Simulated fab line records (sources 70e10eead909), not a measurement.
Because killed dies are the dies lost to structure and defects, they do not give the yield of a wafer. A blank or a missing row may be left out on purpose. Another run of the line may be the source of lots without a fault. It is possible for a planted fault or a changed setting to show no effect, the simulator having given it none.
fab line records | flow nandHarc
[record] lots = 13 | wafers = 39 | lastDay = 24
route steps=1159 shown A_STAIRCASE@710 A_BONDPAD@1080 THIN_TSV@1119 END@1159
lots that met no fault: from a run of the same line without faults
startH: hours from the record's opening day to when the first of the lot's shown wafers began | waitH: how many hours have passed since the lot's step before this one | " same as the row above | L1.1+2: several wafers, shown together as one row | - value missing, or start not given | * or withheld: withheld | < > ~ a bound
route shown NAME@n: names a module that has steps shown in the file, with the first one's number in the route | usual: mean/standard deviation taken from wafers without a fault | same: alike in all rows | chamber/n: place in a boat | sites: per-site readings | _std_site: standard deviation across them | _edge_site: the outer-site mean with the inner-site mean subtracted | radiusMm: how far each site lies from the wafer's centre | mask NAME#n: copy n | behind: the last tool/chamber to shape the wafer | hold: reason for holding the lot/hours on hold/outcome of the hold | device: which transistor (n, p or np) failed to switch | end of line: at the end of the route, the tests of the same wafers | for a step that has no rows: nothing shown but its recipe | killed: dies that structure and defects cost at the first sort, which is not the same as the wafer's yield | map: dies across one wafer; x = killed, . = not, _ = none there
set.NAME: the run value of the setting; set.NAME@STEP: its run value at that earlier step | model.NAME: the simulator's own value behind a step, which no gauge read
steps of the route over a sample of lots; a table a step, a row a wafer
services: a tool's chamber out of use, with start hour (startH, from the record's first day; less than 0 if before it), hours out, and reason
[[steps]]
[step NHARC_A_STAIRCASE_DEP_322]
[recipe] targetThkA = 38000 | tempC = 400 | targetThkNm = 3800 | teosFlowSccm = 200 | rfW = 500 | material = SiO2
[usual] heaterPowerW = 672/82
lot.wafer | tool     | chamber | startH | waitH | heaterPowerW
L735.1    | pecvd-01 | 1       | 292.10 | 0.2   | 786
L735.6    | "        | 0       | "      | "     | 642
L735.4    | "        | 1       | "      | "     | 674
L734.2    | pecvd-04 | 2       | 292.25 | 0.3   | 615
L734.1    | "        | 0       | "      | "     | 577
L734.4    | "        | 0       | "      | "     | 548
L737.6    | pecvd-01 | 0       | 298.68 | 0.3   | 634
L737.4    | "        | 1       | "      | "     | 676
L737.5    | "        | 2       | "      | "     | 657
L736.1    | pecvd-01 | 0       | 304.44 | 0.2   | 674
L736.6    | "        | 2       | "      | "     | 656
L736.4    | "        | 0       | "      | "     | 630
L738.2    | pecvd-01 | 2       | 305.10 | 0.8   | 744
L738.4    | "        | 1       | "      | "     | 671
L738.6    | "        | 2       | "      | "     | 640
L741.1    | pecvd-01 | 1       | 323.85 | 0.2   | 740
L741.5    | "        | 1       | "      | "     | 678
L741.4    | "        | 2       | "      | "     | 651
L750.1    | pecvd-03 | 1       | 379.42 | 0.2   | 774
L750.2    | "        | 2       | "      | "     | 813
L750.5    | "        | 2       | "      | "     | 733
L749.1    | pecvd-01 | 0       | 379.47 | 0.3   | 766
L749.4    | "        | 1       | "      | "     | 680
L749.5    | "        | 0       | "      | "     | 625
L751.3    | pecvd-01 | 1       | 397.45 | 0.1   | 802
L751.5    | "        | 1       | "      | "     | 658
L751.4    | "        | 0       | "      | "     | 614
L752.3    | pecvd-03 | 2       | 397.64 | 0.3   | 864
L752.6    | "        | 0       | "      | "     | 616
L752.4    | "        | 2       | "      | "     | 739
L754.2    | pecvd-03 | 1       | 407.56 | 0.1   | 801
L754.3    | "        | 0       | "      | "     | 649
L754.4    | "        | 2       | "      | "     | 698
L755.3    | pecvd-01 | 2       | 414.79 | 0.2   | 710
L755.4    | "        | 2       | "      | "     | 660
L755.6    | "        | 0       | "      | "     | 631
L757.3    | pecvd-04 | 1       | 424.46 | 0.3   | 677
L757.5    | "        | 2       | "      | "     | 553
L757.6    | "        | 0       | "      | "     | 521
[step NHARC_A_BONDPAD_ETCH_24]
[recipe] targetDepthA = 300 | overEtchFrac = 0.3 | timeS = 72.99 | ionEnergyEv = 150 | cf4FlowSccm = 50 | n2FlowSccm = 100 | arFlowSccm = 150 | rfW = 300 | biasW = 100 | chemistry = CF4/N2
[usual] drypumpMotorCurrentA = 5.7/0.35 | oesProductAu = 1.002/0.008 | rfVppV = 313.5/1.9 | showerheadPlenumPTorr = 2.58/0.11 | throttleValvePct = 19.794/0.0092
lot.wafer | tool       | chamber | startH | waitH | drypumpMotorCurrentA | oesProductAu | rfHoursCounterH | rfVppV | showerheadPlenumPTorr | throttleValvePct
L737.4    | rieDiel-04 | 0       | -      | -     | 6.3                  | 0.998        | 4               | 312.5  | 2.52                  | 19.799
L737.6    | "          | 0       | "      | "     | 6.3                  | 0.988        | -               | 312.1  | 2.52                  | 19.785
L737.5    | "          | 1       | "      | "     | 5.6                  | 1.000        | -               | 315.0  | 2.61                  | 19.788
L734.2    | rieDiel-04 | 0       | -      | -     | 6.3                  | 1.007        | 4               | 312.5  | 2.52                  | 19.808
L734.4    | "          | 1       | "      | "     | 5.6                  | 0.998        | 5               | 313.0  | 2.61                  | 19.801
L734.1    | "          | 2       | "      | "     | 5.5                  | 1.000        | 5               | 311.4  | 2.45                  | 19.794
L735.4    | rieDiel-04 | 0       | -      | -     | 6.3                  | 0.992        | 5               | 313.1  | 2.52                  | 19.803
L735.1    | "          | 1       | "      | "     | 5.6                  | 0.994        | 5               | 314.0  | 2.61                  | 19.791
L735.6    | "          | 3       | "      | "     | 5.9                  | 1.003        | -               | 312.8  | 2.56                  | 19.788
L750.1    | rieDiel-11 | 3       | -      | -     | 5.6                  | 1.002        | 24              | 316.4  | 2.78                  | 19.811
L750.2    | "          | 1       | "      | "     | 5.7                  | 1.006        | 24              | 314.6  | 2.71                  | 19.782
L750.5    | "          | 0       | "      | "     | 5.1                  | 0.987        | -               | 311.3  | 2.47                  | 19.793
L749.1    | rieDiel-11 | 1       | -      | -     | 5.7                  | 1.011        | 24              | 316.1  | 2.71                  | 19.778
L749.4    | "          | 3       | "      | "     | 5.6                  | 1.010        | 24              | 317.5  | 2.78                  | 19.797
L749.5    | "          | 1       | "      | "     | 5.7                  | 1.006        | -               | 314.7  | 2.71                  | 19.806
L751.3    | rieDiel-04 | 3       | 509.63 | 0.2   | 6.0                  | 1.009        | 1               | 314.3  | 2.56                  | 19.785
L751.4    | "          | 0       | "      | "     | 6.3                  | 1.009        | -               | 312.1  | 2.52                  | 19.792
L751.5    | "          | 1       | "      | "     | 5.6                  | 0.992        | -               | 314.8  | 2.61                  | 19.804
L752.3    | rieDiel-04 | 1       | 516.92 | 0.1   | 5.6                  | 0.990        | 2               | 313.7  | 2.61                  | 19.812
L752.6    | "          | 1       | "      | "     | 5.6                  | 0.992        | -               | 314.2  | 2.61                  | 19.796
L752.4    | "          | 3       | "      | "     | 6.0                  | 1.009        | -               | 312.8  | 2.55                  | 19.798
L754.2    | rieDiel-11 | 1       | -      | -     | 5.7                  | 1.007        | 32              | 316.3  | 2.71                  | 19.786
L754.4    | "          | 2       | "      | "     | 5.4                  | 0.997        | 32              | 315.5  | 2.71                  | 19.806
L754.3    | "          | 3       | "      | "     | 5.6                  | 0.999        | 31              | 316.6  | 2.78                  | 19.788
L755.3    | rieDiel-11 | 1       | -      | -     | 5.7                  | 1.004        | 32              | 315.8  | 2.71                  | 19.790
L755.4    | "          | 2       | "      | "     | 5.4                  | 1.007        | 32              | 315.9  | 2.71                  | 19.787
L755.6    | "          | 0       | "      | "     | 5.1                  | 1.002        | -               | 311.1  | 2.46                  | 19.811
L757.3    | rieDiel-04 | 0       | -      | -     | 6.3                  | 1.014        | 2               | 310.8  | 2.52                  | 19.805
L757.5    | "          | 1       | "      | "     | 5.6                  | 0.993        | -               | 314.3  | 2.61                  | 19.791
L757.6    | "          | 2       | "      | "     | 5.5                  | 1.004        | -               | 311.5  | 2.45                  | 19.782
[step NHARC_THIN_TSV_ETCH_44]
[recipe] targetDepthA = 15942 | timeS = 797.1 | cf4FlowSccm = 150 | o2FlowSccm = 10 | arFlowSccm = 0 | rfW = 300 | biasW = 800 | chemistry = CF4/O2
[usual] drypumpMotorCurrentA = 5.7/0.56 | o2FlowSccm = 9.998/0.029 | oesProductAu = 1.003/0.011 | rfVppV = 791/4.5 | showerheadPlenumPTorr = 1.78/0.072 | throttleValvePct = 16.915/0.0092
lot.wafer | tool       | chamber | startH | waitH | drypumpMotorCurrentA | o2FlowSccm | oesProductAu | rfHoursCounterH | rfVppV | showerheadPlenumPTorr | throttleValvePct
L737.4    | rieDiel-03 | 3       | 437.29 | 0.2   | 5.7                  | 10.002     | 1.029        | 2               | 792    | 1.78                  | 16.908
L737.5    | "          | 1       | "      | "     | 5.9                  | 9.967      | 1.033        | -               | 789    | 1.72                  | 16.912
L737.6    | "          | 2       | "      | "     | 5.0                  | 10.002     | 1.007        | -               | 787    | 1.72                  | 16.919
L734.4    | rieDiel-05 | 3       | 438.47 | 0.1   | 6.4                  | 10.005     | 1.004        | 6               | 786    | 1.72                  | 16.920
L734.1    | "          | 0       | "      | "     | 5.5                  | 10.000     | 1.012        | 7               | 799    | 1.93                  | 16.933
L734.2    | "          | 1       | "      | "     | 5.6                  | 10.048     | 1.001        | 6               | 792    | 1.80                  | 16.912
L735.1    | rieDiel-12 | 2       | 441.38 | 0.1   | 4.8                  | 10.023     | 0.987        | 6               | 799    | 1.90                  | 16.919
L735.4    | "          | 3       | "      | "     | 5.4                  | 9.986      | 1.006        | 7               | 787    | 1.72                  | 16.913
L735.6    | "          | 2       | "      | "     | 4.8                  | 10.028     | 0.987        | -               | 799    | 1.91                  | 16.926
L750.2    | rieDiel-12 | 3       | 511.28 | 0.1   | 5.4                  | 9.990      | 1.000        | 13              | 787    | 1.72                  | 16.907
L750.1    | "          | 0       | "      | "     | 6.7                  | 10.018     | 1.008        | 13              | 788    | 1.73                  | 16.920
L750.5    | "          | 3       | "      | "     | 5.3                  | 9.978      | 1.002        | -               | 786    | 1.72                  | 16.920
L749.4    | rieDiel-05 | 1       | 512.50 | 0.2   | 5.6                  | 10.003     | 1.002        | 11              | 793    | 1.80                  | 16.904
L749.1    | "          | 2       | "      | "     | 5.8                  | 9.992      | 1.008        | 10              | 789    | 1.75                  | 16.902
L749.5    | "          | 0       | "      | "     | 5.5                  | 9.998      | 1.003        | -               | 799    | 1.93                  | 16.900
L751.4    | rieDiel-03 | 1       | 523.09 | 0.1   | 5.9                  | 9.994      | 1.025        | 7               | 788    | 1.72                  | 16.915
L751.3    | "          | 3       | "      | "     | 5.7                  | 10.017     | 1.009        | 8               | 793    | 1.78                  | 16.910
L751.5    | "          | 1       | "      | "     | 5.9                  | 9.970      | 1.009        | -               | 789    | 1.72                  | 16.917
L752.4    | rieDiel-03 | 3       | 532.27 | 0.1   | 5.7                  | 10.025     | 1.008        | 10              | 790    | 1.78                  | 16.918
L752.3    | "          | 0       | "      | "     | 5.3                  | 9.983      | 0.982        | 10              | 795    | 1.85                  | 16.894
L752.6    | "          | 2       | "      | "     | 5.0                  | 10.008     | 0.985        | -               | 788    | 1.71                  | 16.904
L754.2    | rieDiel-03 | 2       | 548.71 | 0.1   | 5.0                  | 9.970      | 0.994        | 11              | 784    | 1.71                  | 16.916
L754.3    | "          | 3       | "      | "     | 5.7                  | 9.997      | 1.018        | 10              | 791    | 1.78                  | 16.921
L754.4    | "          | 0       | "      | "     | 5.3                  | 10.038     | 0.996        | 11              | 797    | 1.85                  | 16.924
L755.4    | rieDiel-05 | 2       | 550.25 | 0.3   | 5.8                  | 9.933      | 1.007        | -               | 787    | 1.75                  | 16.923
L755.3    | "          | 0       | "      | "     | 5.5                  | 10.021     | 1.003        | -               | 799    | 1.93                  | 16.925
L755.6    | "          | 2       | "      | "     | 5.8                  | 9.988      | 1.002        | -               | 789    | 1.75                  | 16.908
L757.3    | rieDiel-05 | 0       | 553.61 | 0.2   | 5.5                  | 10.045     | 1.009        | 2               | 798    | 1.93                  | 16.926
L757.6    | "          | 1       | "      | "     | 5.6                  | 10.047     | 0.998        | -               | 793    | 1.80                  | 16.909
L757.5    | "          | 0       | "      | "     | 5.5                  | 9.995      | 1.001        | -               | 800    | 1.93                  | 16.925
[step NHARC_THIN_TSV_STRIP_62]
[recipe] powerW = 1500 | tempC = 250 | timeS = 20 | chemistry = N2/H2
[usual] drypumpMotorCurrentA = 6.21/0.081 | heaterPowerW = 329/15
lot.wafer | tool           | chamber | startH | waitH | drypumpMotorCurrentA | heaterPowerW | rfHoursCounterH
L737.4    | plasmaAsher-01 | 0       | 439.62 | -     | 6.22                 | 318          | -
L737.6    | "              | 1       | "      | "     | 6.13                 | 320          | -
L737.5    | "              | 0       | "      | "     | 6.20                 | 325          | -
L734.1    | plasmaAsher-01 | 1       | 440.76 | -     | 6.11                 | 317          | 52
L734.2    | "              | 0       | "      | "     | 6.20                 | 324          | 52
L734.4    | "              | 0       | "      | "     | 6.20                 | 324          | -
L735.1    | plasmaAsher-01 | 1       | 443.87 | -     | 6.13                 | 324          | 54
L735.4    | "              | 0       | "      | "     | 6.19                 | 318          | -
L735.6    | "              | 0       | "      | "     | 6.17                 | 324          | -
L750.1    | plasmaAsher-02 | 0       | 513.95 | -     | 6.24                 | 332          | 49
L750.2    | "              | 1       | "      | "     | 6.39                 | 357          | 49
L750.5    | "              | 0       | "      | "     | 6.26                 | 332          | -
L749.1    | plasmaAsher-02 | 0       | 515.26 | -     | 6.22                 | 335          | 50
L749.4    | "              | 1       | "      | "     | 6.36                 | 355          | -
L749.5    | "              | 1       | "      | "     | 6.36                 | 344          | -
L751.4    | plasmaAsher-01 | 1       | 525.44 | -     | 6.18                 | 335          | -
L751.3    | "              | 0       | "      | "     | 6.26                 | 305          | -
L751.5    | "              | 0       | "      | "     | 6.23                 | 313          | -
L752.3    | plasmaAsher-01 | 1       | 534.62 | -     | 6.14                 | 325          | -
L752.4    | "              | 0       | "      | "     | 6.19                 | 315          | -
L752.6    | "              | 1       | "      | "     | 6.17                 | 328          | -
L754.2    | plasmaAsher-01 | 0       | 551.03 | -     | 6.25                 | 314          | 30
L754.4    | "              | 1       | "      | "     | 6.12                 | 329          | -
L754.3    | "              | 0       | "      | "     | 6.20                 | 321          | -
L755.4    | plasmaAsher-01 | 1       | 552.99 | 0.4   | 6.11                 | 333          | -
L755.3    | "              | 0       | "      | "     | 6.24                 | 313          | -
L755.6    | "              | 1       | "      | "     | 6.09                 | 324          | -
L757.3    | plasmaAsher-01 | 1       | 556.02 | -     | 6.11                 | 321          | -
L757.6    | "              | 1       | "      | "     | 6.13                 | 332          | -
L757.5    | "              | 0       | "      | "     | 6.21                 | 312          | -
[step NHARC_END_SORT_01]
[recipe] tempC = 25
[usual] killedAtArray = 26/11 | killedAtOther = 0.6/1 | killedAtPeriphery = 3.1/2.1 | killedDies = 30/11 | killedOpen = 3.4/1.8 | killedShort = 2.1/1.5
[same] grossDies = 677
lot.wafer | tool      | chamber | startH | waitH | killedAtArray | killedAtOther | killedAtPeriphery | killedDies | killedOpen | killedShort
L736.1    | prober-01 | 0       | 465.18 | 2.5   | 673           | 0             | 4                 | 677        | 3          | 3
L736.4    | prober-01 | 0       | 467.61 | 3.4   | 673           | 1             | 3                 | 677        | 4          | 2
L736.6    | prober-01 | 0       | 469.23 | 4.0   | 673           | 0             | 4                 | 677        | 5          | 0
L738.2    | prober-02 | 0       | 473.75 | 2.8   | 673           | 0             | 4                 | 677        | 6          | 3
L738.4    | prober-02 | 0       | 475.34 | 3.4   | 670           | 0             | 7                 | 677        | 5          | 4
L738.6    | prober-02 | 0       | 476.93 | 4.0   | 672           | 0             | 5                 | 677        | 6          | 3
L741.1    | prober-01 | 0       | 502.31 | 2.5   | 674           | 0             | 3                 | 677        | 1          | 4
L741.4    | prober-01 | 0       | 504.70 | 3.4   | 673           | 1             | 3                 | 677        | 3          | 1
L741.5    | prober-01 | 0       | 505.50 | 3.7   | 674           | 2             | 1                 | 677        | 3          | 1
// killed by level:class
L736.1 A_STAIRCASE:areaDep=657 A_CONTACT:chamberFilmFlake=5 A_CHANNEL_HOLE_D1:chamberFilmFlake=3 A_CHANNEL_FILL_D1:geometricParticle:short=2 P_GATE:chamberFilmFlake=2 A_SLIT:chamberFilmFlake=2 P_GATE:geometricParticle:open=1 P_CONTACT:geometricParticle:open=1
L736.4 A_STAIRCASE:areaDep=658 A_CONTACT:geometricParticle:open=3 A_CHANNEL_HOLE_D1:chamberFilmFlake=3 A_CONTACT:chamberFilmFlake=3 A_STAIRCASE:chamberFilmFlake=2 A_WL_FILL:chamberFilmFlake=2 P_CONTACT:geometricParticle:open=1 A_ONON_D1:geometricParticle:short=1
L736.6 A_STAIRCASE:areaDep=664 A_CONTACT:chamberFilmFlake=3 P_CONTACT:geometricParticle:open=2 P_STI:chamberFilmFlake=2 A_ONON_D1:geometricParticle:open=1 A_CHANNEL_FILL_D1:geometricParticle:open=1 A_CONTACT:geometricParticle:open=1 A_STAIRCASE:chamberFilmFlake=1
L738.2 A_STAIRCASE:areaDep=655 A_CHANNEL_HOLE_D1:chamberFilmFlake=10 A_CHANNEL_FILL_D1:geometricParticle:open=3 P_M1:geometricParticle:short=2 A_CONTACT:chamberFilmFlake=2 P_CONTACT:geometricParticle:open=1 A_SOURCE_PLATE:geometricParticle:short=1 A_CONTACT:geometricParticle:open=1
L738.4 A_STAIRCASE:areaDep=643 A_CHANNEL_HOLE_D1:chamberFilmFlake=12 A_CONTACT:chamberFilmFlake=7 A_ONON_D1:geometricParticle:open=3 P_GATE:chamberFilmFlake=3 P_CONTACT:geometricParticle:open=1 P_M1:geometricParticle:short=1 A_ONON_D1:geometricParticle:short=1
L738.6 A_STAIRCASE:areaDep=646 A_CHANNEL_HOLE_D1:chamberFilmFlake=15 A_ONON_D1:geometricParticle:open=2 P_GATE:chamberFilmFlake=2 A_CONTACT:chamberFilmFlake=2 P_GATE:geometricParticle:open=1 A_ONON_D1:geometricParticle:short=1 A_CHANNEL_FILL_D1:geometricParticle:short=1
L741.1 A_STAIRCASE:areaDep=649 A_SLIT:chamberFilmFlake=11 A_SGD_CUT:chamberFilmFlake=5 A_CHANNEL_FILL_D1:chamberFilmFlake=3 A_CHANNEL_HOLE_D1:chamberFilmFlake=2 P_CONTACT:geometricParticle:short=1 A_CHANNEL_FILL_D1:geometricParticle:short=1 A_CHANNEL_FILL_D1:geometricParticle:open=1
L741.4 A_STAIRCASE:areaDep=639 A_SLIT:chamberFilmFlake=12 A_CHANNEL_HOLE_D1:chamberFilmFlake=9 A_SGD_CUT:chamberFilmFlake=3 A_CONTACT:chamberFilmFlake=3 A_CHANNEL_FILL_D1:chamberFilmFlake=2 P_GATE:geometricParticle:open=1 A_ONON_D1:geometricParticle:short=1
L741.5 A_STAIRCASE:areaDep=646 A_SLIT:chamberFilmFlake=14 A_SGD_CUT:chamberFilmFlake=4 A_CONTACT:chamberFilmFlake=4 THIN_TSV:chamberFilmFlake=2 A_M1:geometricParticle:open=2 A_CHANNEL_HOLE_D1:chamberFilmFlake=2 P_M0:geometricParticle:short=1
[[services]]
tool           | chamber | startH | hours | kind
plasmaAsher-01 | -       | 276.57 | 9.0   | pm
rieDiel-03     | 1       | 283.16 | 16.1  | repair
rieDiel-04     | -       | 288.92 | 9.0   | pm
rieDiel-05     | 3       | 292.27 | 8.1   | repair
rieDiel-05     | -       | 312.12 | 0.9   | repair
rieDiel-11     | 3       | 312.51 | 3.4   | repair
rieDiel-05     | 1       | 315.11 | 4.8   | repair
plasmaAsher-01 | -       | 322.32 | 0.3   | repair
pecvd-01       | 2       | 328.29 | 33.3  | repair
rieDiel-05     | -       | 340.60 | 9.0   | pm
plasmaAsher-01 | -       | 352.35 | 5.3   | repair
rieDiel-11     | -       | 366.55 | 9.0   | pm
rieDiel-04     | 0       | 377.73 | 3.3   | repair
rieDiel-03     | -       | 392.30 | 9.0   | pm
rieDiel-05     | 2       | 408.12 | 7.7   | repair
rieDiel-03     | 3       | 411.44 | 4.4   | repair
pecvd-01       | -       | 418.47 | 13.0  | pm
plasmaAsher-01 | -       | 423.98 | 1.3   | repair
plasmaAsher-01 | -       | 454.32 | 9.0   | pm
rieDiel-04     | 3       | 455.45 | 2.4   | repair
rieDiel-04     | -       | 465.92 | 9.0   | pm
rieDiel-04     | 2       | 501.56 | 16.4  | repair
rieDiel-04     | 0       | 529.91 | 6.0   | repair
plasmaAsher-01 | -       | 542.80 | 1.0   | repair
[[key]]
[firstSign] step = NHARC_END_SORT_01 | reading = killedDies | direction = up | sigmas = 59 | usual = 30 | struck = 677
[effect] step = NHARC_END_SORT_01 | reading = killedAtArray | direction = up | sigmas = 59 | usual = 26 | struck = 673
[moreKillsBornAt] NHARC_A_STAIRCASE_DEP_322@pecvd-01 = 5857
metAt NHARC_A_STAIRCASE_DEP_322
struckLots L736,L738,L741
laterRowsLeftOut L736.1,L736.4,L736.6,L738.2,L738.4,L738.6,L741.1,L741.4,L741.5
testerLeftOut L736,L738,L741
notActingAt NHARC_A_BONDPAD_ETCH_24,NHARC_THIN_TSV_ETCH_44,NHARC_THIN_TSV_STRIP_62
[fault] kind = processParameterDrift | tool = pecvd-01 | chamber = - | onsetH = 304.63 | steps = NHARC_A_STAIRCASE_DEP_322 | channel = targetThkNm | offset = -1719.4 | shape = step | endH = 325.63 | actsIn = theseRecipesOnly | stated = 3800
// testerLeftOut: of these lots the tester's yield and bins aren't shown, on N5 and GAA mostly nor the transistor test; their killed dies are dies lost to structure and defects alone, not to doping, threshold or leakage, so they don't give the yield
// laterRowsLeftOut: the simulator's readings of these wafers behind a module that went badly wrong aren't trusted and aren't shown, but for the sort
